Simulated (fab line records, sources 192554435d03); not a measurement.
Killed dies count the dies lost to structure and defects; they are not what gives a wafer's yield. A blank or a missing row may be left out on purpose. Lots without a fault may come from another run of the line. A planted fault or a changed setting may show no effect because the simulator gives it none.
2 desks looking at one fault | flow n5-finfet | numbers are kept per desk, each desk with only its own; the story behind them comes last

## THE TOOL OWNER'S DESK: krf-scanner-01
The tool's own readings at N5_BEOL_M12_EXPOSE_07 (exposes mask V11): means of the sampled wafers that have a number, for each lot that ran on this tool. If a lot's mean is further than 4 standard deviations from the usual mean, the lot is out of limits and carries the mark OUT (the distance appears in the brackets).
Columns: A = exposure-dose-mJ-cm2 at N5_BEOL_M12_EXPOSE_07, usual 32.49
lot  | first seen here | A
L732 | day 11 03:33    | 32.49
L751 | day 16 22:08    | 33.14 (+19) OUT
L752 | day 17 11:22    | 33.05 (+17) OUT
This desk's finding: out of limits on L751, L752; first on L751, day 16 22:08 (exposure-dose-mJ-cm2 at N5_BEOL_M12_EXPOSE_07). In limits: L732.

## AT THE METROLOGY DESK
Lot by lot, what the gauges showed, no matter which tool ran the lot: averages of those sampled wafers that carry a number. If a lot's mean is further than 4 standard deviations from the usual mean, the lot is out of limits and carries the mark OUT (the distance appears in the brackets). Of its 34 readings 7 are shown: the one that was out of limits first, and those that lie furthest out on some lot.
Columns: A = IOFF_P at N5_BEOL_M4_RC_MEAS_101, usual 0.21 nA/um; B = VT_P at N5_BEOL_M4_RC_MEAS_101, usual -251 mV; C = SERP_M10 at N5_BEOL_M15_RC_MEAS_101, usual 3.08 ohm/um; D = SERP_M10_max_site at N5_BEOL_M15_RC_MEAS_101, usual 3.16 ohm/um; E = SERP_M12 at N5_BEOL_M15_RC_MEAS_101, usual 0.637 ohm/um; F = SERP_M9 at N5_BEOL_M15_RC_MEAS_101, usual 3.10 ohm/um; G = SERP_M9_max_site at N5_BEOL_M15_RC_MEAS_101, usual 3.18 ohm/um
lot  | first seen here | A    | B    | C              | D              | E     | F    | G
L732 | day 8 17:55     | 0.29 | -244 | 2.96           | 3.05           | 0.619 | 3.13 | 3.20
L746 | day 12 13:05    | 0.27 | -247 | 3.19           | 3.30           | 0.623 | 3.02 | 3.10
L751 | day 14 08:02    | 0.22 | -250 | 4.78 (+15) OUT | 4.90 (+14) OUT | 0.600 | 3.14 | 3.25
L752 | day 14 13:47    | 0.15 | -259 | 4.76 (+15) OUT | 4.90 (+14) OUT | 0.585 | 2.89 | 3.00
This desk's result: L751, L752 out of limits, first on L751 (SERP_M10 at N5_BEOL_M15_RC_MEAS_101), day 17 22:07. In limits: L732, L746.

## PUT TOGETHER
On L751, L752, at day 16 22:08, an alarm was possible from the tool owner's desk.
The metrology desk could have raised an alarm at day 17 22:07, on L751, L752.
All the named lots went through N5_BEOL_M12_EXPOSE_07 on krf-scanner-01.

## WHAT WAS PUT IN BY THE SIMULATOR
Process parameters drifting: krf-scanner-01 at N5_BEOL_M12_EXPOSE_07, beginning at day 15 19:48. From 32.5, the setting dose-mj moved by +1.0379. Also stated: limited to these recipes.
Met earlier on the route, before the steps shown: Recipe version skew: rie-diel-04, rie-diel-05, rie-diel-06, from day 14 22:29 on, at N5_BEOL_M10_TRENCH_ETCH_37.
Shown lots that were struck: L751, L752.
Delay (hours) between the fault's onset and each desk's first out-of-limits reading: 26 at the tool owner's desk, 50 at the metrology desk.
